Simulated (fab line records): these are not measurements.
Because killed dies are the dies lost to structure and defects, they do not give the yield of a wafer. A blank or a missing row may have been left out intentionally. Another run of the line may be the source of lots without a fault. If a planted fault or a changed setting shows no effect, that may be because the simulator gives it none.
Lot-split experiment ; flow n5Finfet ; 21 wafers read from 7 lots, route of 1938 steps

THE SPLIT
At N5_BEOL_M9_COAT_64 (time 60 s, resist thk 12 nm), the setting spinRpm was moved away from the recipe's 1500 rpm on 7 of the 21 wafers read, by -8.5% to +10.3%. This setting was run at the recipe's value on the other wafers.

FROM THE SPLIT TO THE READING: what the file shows between them, 5 steps
- N5_BEOL_M9_COAT_75: time 60 s, resist thk 5 nm
- N5_BEOL_M9_COAT_22: resist thk 30 nm
- N5_BEOL_M9_DESCUM_33: chemistry O2, time 7 s
- N5_BEOL_M9_ETCH_76: etches underlayer in N2/H2, target depth 6.5 nm, time 5.2 s
- N5_BEOL_M9_ETCH_65: etches SiARC in CF4, target depth 15.6 nm, time 26 s

THE READING
SiARC_of_BEOL_M9_COAT_64.thkNm (the simulator's own value, which no gauge read), in nm, at N5_BEOL_M9_ETCH_66 (etches SOC in N2/H2, target depth 80 nm, overetch 16 nm, time 120 s). There is no usual value for it anywhere in the file. Average 6.4 nm, standard deviation 0.15 nm, over the 14 wafers here run with the recipe.

wafer;tool, chamber at the split;spinRpm as run, rpm;against the recipe;SiARC_of_BEOL_M9_COAT_64.thkNm, nm;against lot-mates on the recipe
L074.1;lithoTrack-03, 0;1500;recipe;6.6;-
L074.2;lithoTrack-03, 0;1500;recipe;6.4;-
L074.5;lithoTrack-03, 0;1500;recipe;6.4;-
L082.2;lithoTrack-03, 0;1500;recipe;6;-
L082.5;lithoTrack-03, 0;1373;-8.5%;7.2;+1.2
L082.6;lithoTrack-03, 0;1373;-8.5%;7;+1.0
L086.1;lithoTrack-05, 0;1654;+10.3%;5.6;-1.0
L086.4;lithoTrack-05, 0;1500;recipe;6.6;-
L086.5;lithoTrack-05, 0;1500;recipe;6.6;-
L084.4;lithoTrack-03, 0;1644;+9.6%;6;-0.4
L084.5;lithoTrack-03, 0;1500;recipe;6.4;-
L084.6;lithoTrack-03, 0;1500;recipe;6.4;-
L091.1;lithoTrack-05, 0;1500;recipe;6.4;-
L091.4;lithoTrack-05, 0;1500;recipe;6.4;-
L091.5;lithoTrack-05, 0;1500;recipe;6.4;-
L092.3;lithoTrack-05, 0;1500;recipe;6.6;-
L092.5;lithoTrack-05, 0;1585;+5.7%;6;-0.5
L092.6;lithoTrack-05, 0;1500;recipe;6.4;-
L093.3;lithoTrack-03, 0;1610;+7.3%;6;-0.4
L093.4;lithoTrack-03, 0;1610;+7.3%;6;-0.4
L093.6;lithoTrack-03, 0;1500;recipe;6.4;-

THE FIT
A straight line over all 21 wafers: SiARC_of_BEOL_M9_COAT_64.thkNm changes by -0.069 nm for each +1% of spinRpm; r = -0.92; the points scatter about the line by 0.15 nm.
The same after taking each lot's own level away (the mean of its wafers on the recipe; 21 wafers): -0.0899 nm for each +1%; r = -0.93; scatter 0.17 nm.
The reading moves by 0.92 nm for the largest change in spinRpm, on that fit.
The lots' own levels span 6.00 to 6.60 nm, that is 4.0 times the standard deviation above.
Hence the slope depends on the lot-to-lot level, as the two fits are not the same.
Check: for one of the wafers moved furthest among these (+10.3%), held out of the fit, the line's prediction against its lot-mates is -0.801 nm. It came out at -1 nm against them.

FURTHER SPLITS ON THESE WAFERS
Note: prior to the reading, these wafers also went through further splits. Each is held against what the fit with the lots' levels taken away leaves over:
other split on the same wafers;wafers away from the commonest value;r with SiARC_of_BEOL_M9_COAT_64.thkNm (lot level and that fit taken away)
N5_BEOL_M7_PECVD_70 tempC;6;+0.36
N5_BEOL_M8_TRENCH_ETCH_37 sourceW;7;+0.07
N5_BEOL_M9_ETCH_62 sourceW;5;-0.18

THE WHOLE CHAIN: every reading that the file lists as answering this split, in the file's order
step;what it does;reading;change (the file's fit);r (the file's)
N5_BEOL_M9_COAT_64;time 60 s, resist thk 12 nm;SiARC_of_BEOL_M9_COAT_64.thkNm (the simulator's own value, which no gauge read);-0.0491 nm for each +1% of the setting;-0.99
N5_BEOL_M9_ETCH_65;etches SiARC in CF4, target depth 15.6 nm, time 26 s;etch.depthNm (the simulator's own value, which no gauge read);-0.0556 nm for each +1% of the setting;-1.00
N5_BEOL_M9_ETCH_65;etches SiARC in CF4, target depth 15.6 nm, time 26 s;CAR-EUV_of_BEOL_M9_COAT_22.thkNm (the simulator's own value, which no gauge read);+0.0547 nm for each +1% of the setting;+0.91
N5_BEOL_M9_ETCH_66;etches SOC in N2/H2, target depth 80 nm, overetch 16 nm, time 120 s;SiARC_of_BEOL_M9_COAT_64.thkNm (the simulator's own value, which no gauge read);-0.0822 nm for each +1% of the setting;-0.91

FILE'S OWN FIT
SiARC_of_BEOL_M9_COAT_64.thkNm changes by -0.0822 nm for each +1% of spinRpm, r = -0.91.
